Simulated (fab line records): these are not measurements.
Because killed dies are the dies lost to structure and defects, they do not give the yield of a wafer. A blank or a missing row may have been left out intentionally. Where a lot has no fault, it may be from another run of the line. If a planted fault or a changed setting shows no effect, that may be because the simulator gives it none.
The same fault as seen by 3 desks / flow n5 finfet / each desk has only its own numbers; what lay behind them comes last

FROM THE METROLOGY DESK
Means of the sampled wafers that have a number, per lot and without regard to the tool the lot ran on: this is what the gauges read. Any lot whose mean is over 4 standard deviations away from the usual mean is out of limits and marked OUT; that distance is given in the brackets. 7 of its 11 readings are shown: the first one out of limits and those lying furthest out on some lot.
Columns: A = DIBL_P at N5_BEOL_M4_RC_MEAS_101, usual 35.9 mV/V; B = IOFF_P at N5_BEOL_M4_RC_MEAS_101, usual 0.21 nA/um; C = ION_N at N5_BEOL_M4_RC_MEAS_101, usual 672 uA/um; D = SS_N at N5_BEOL_M4_RC_MEAS_101, usual 71.5 mV/dec; E = VT_N at N5_BEOL_M4_RC_MEAS_101, usual 250 mV; F = VT_P at N5_BEOL_M4_RC_MEAS_101, usual -250 mV; G = M15_THK at N5_BEOL_M15_THK_MEAS_50, usual 830 nm
lot=L643; first seen here=day 7 22:11; A=37.3; B=0.20; C=675; D=72.9; E=251; F=-250; G=819
lot=L645; first seen here=day 8 10:41; A=33.3; B=0.16; C=665; D=70.9; E=255; F=-256; G=816
lot=L644; first seen here=day 8 10:56; A=36.5; B=0.23; C=677; D=71.7; E=248; F=-247; G=850
lot=L649; first seen here=day 9 17:10; A=36.0; B=0.17; C=665; D=71.6; E=254; F=-256; G=821
lot=L648; first seen here=day 10 03:01; A=38.5; B=0.20; C=677; D=71.0; E=252; F=-253; G=840
lot=L660; first seen here=day 12 07:54; A=37.2; B=0.24; C=688; D=71.5; E=246; F=-248; G=1524 (+39) OUT
lot=L661; first seen here=day 12 21:50; A=39.0; B=0.25; C=683; D=71.5; E=248; F=-248; G=1185 (+20) OUT
lot=L663; first seen here=day 13 12:31; A=34.5; B=0.20; C=660; D=71.5; E=253; F=-251; G=851
lot=L664; first seen here=day 13 15:20; A=35.5; B=0.22; C=682; D=71.5; E=249; F=-248; G=839
lot=L665; first seen here=day 14 09:00; A=35.3; B=0.20; C=670; D=71.6; E=254; F=-252; G=843
This desk reports L660, L661 out of limits; the earliest was L660 at day 15 22:23 (M15_THK at N5_BEOL_M15_THK_MEAS_50). Within limits: L643, L645, L644, L649, L648, L663, L664, L665.

THE DEFECT DESK
Counts from the inspections along the route, per lot, as means over the sampled wafers that have a number. Any lot whose mean is over 4 standard deviations away from the usual mean is out of limits and marked OUT; that distance is given in the brackets.
Columns: A = raw defect count at N5_BEOL_M15_INSPECT_55, usual 74
lot=L643; first seen here=day 12 00:28; A=88
lot=L644; first seen here=day 12 01:01; A=63
lot=L645; first seen here=day 12 03:33; A=64
lot=L649; first seen here=day 13 15:40; A=72
lot=L648; first seen here=day 14 02:14; A=37
lot=L660; first seen here=day 15 22:32; A=6366 (+99 or more) OUT
lot=L661; first seen here=day 16 08:01; A=3167 (+99 or more) OUT
lot=L663; first seen here=day 16 22:42; A=93
lot=L664; first seen here=day 17 10:49; A=83
lot=L665; first seen here=day 18 10:42; A=76
This desk finds L660, L661 out of limits, L660 being first, at day 15 22:32 (raw defect count at N5_BEOL_M15_INSPECT_55). Within limits: L643, L644, L645, L649, L648, L663, L664, L665.

THE TOOL OWNER'S DESK: cmp-01
The tool's own readings at N5_BEOL_M15_CMP_49 (polishes, stops on SiO2, t overpolish 4.9 s, target thk 850 nm): means of the sampled wafers that have a number, for each lot that ran on this tool. Any lot whose mean is over 4 standard deviations away from the usual mean is out of limits and marked OUT; that distance is given in the brackets.
Columns: A = barrier field endpoint s at N5_BEOL_M15_CMP_49, usual 11.30 s; B = head pressure psi at N5_BEOL_M15_CMP_49, usual 2.000 psi; C = motor current A at N5_BEOL_M15_CMP_49, usual 7.9 A; D = overpolish run s at N5_BEOL_M15_CMP_49, usual 4.901 s
lot=L643; first seen here=day 12 00:01; A=11.46; B=2.001; C=7.2; D=4.901
lot=L644; first seen here=day 12 00:38; A=11.61; B=2.001; C=7.9; D=4.909
lot=L645; first seen here=day 12 03:10; A=11.56; B=2.002; C=8.1; D=4.905
lot=L648; first seen here=day 14 01:56; A=11.36; B=2.002; C=7.4; D=4.905
lot=L660; first seen here=day 15 22:07; A=22.90 (+41) OUT; B=2.003; C=8.9; D=3.109 (-99 or more) OUT
lot=L661; first seen here=day 16 07:37; A=16.55 (+19) OUT; B=2.002; C=8.9; D=4.462 (-45) OUT
This desk finds L660, L661 out of limits, L660 being first, at day 15 22:07 (barrier field endpoint s at N5_BEOL_M15_CMP_49). Within limits: L643, L644, L645, L648.

ALL TOGETHER
An alarm could have come from the tool owner's desk at day 15 22:07, on L660, L661.
Metrology desk: alarm possible at day 15 22:23 on L660, L661.
The defect desk could have raised an alarm at day 15 22:32, on L660, L661.
Of the lots named, all ran N5_BEOL_M15_CMP_49 on cmp-01.

WHAT THE SIMULATOR HAD INSERTED
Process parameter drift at N5_BEOL_M15_CMP_49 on cmp-01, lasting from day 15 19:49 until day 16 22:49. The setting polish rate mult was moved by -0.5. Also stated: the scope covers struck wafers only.
Shown lots that were struck: L660, L661.
Hours from the fault's start to each desk's first reading out of limits: the tool owner's desk, 2; the metrology desk, 3; the defect desk, 3.
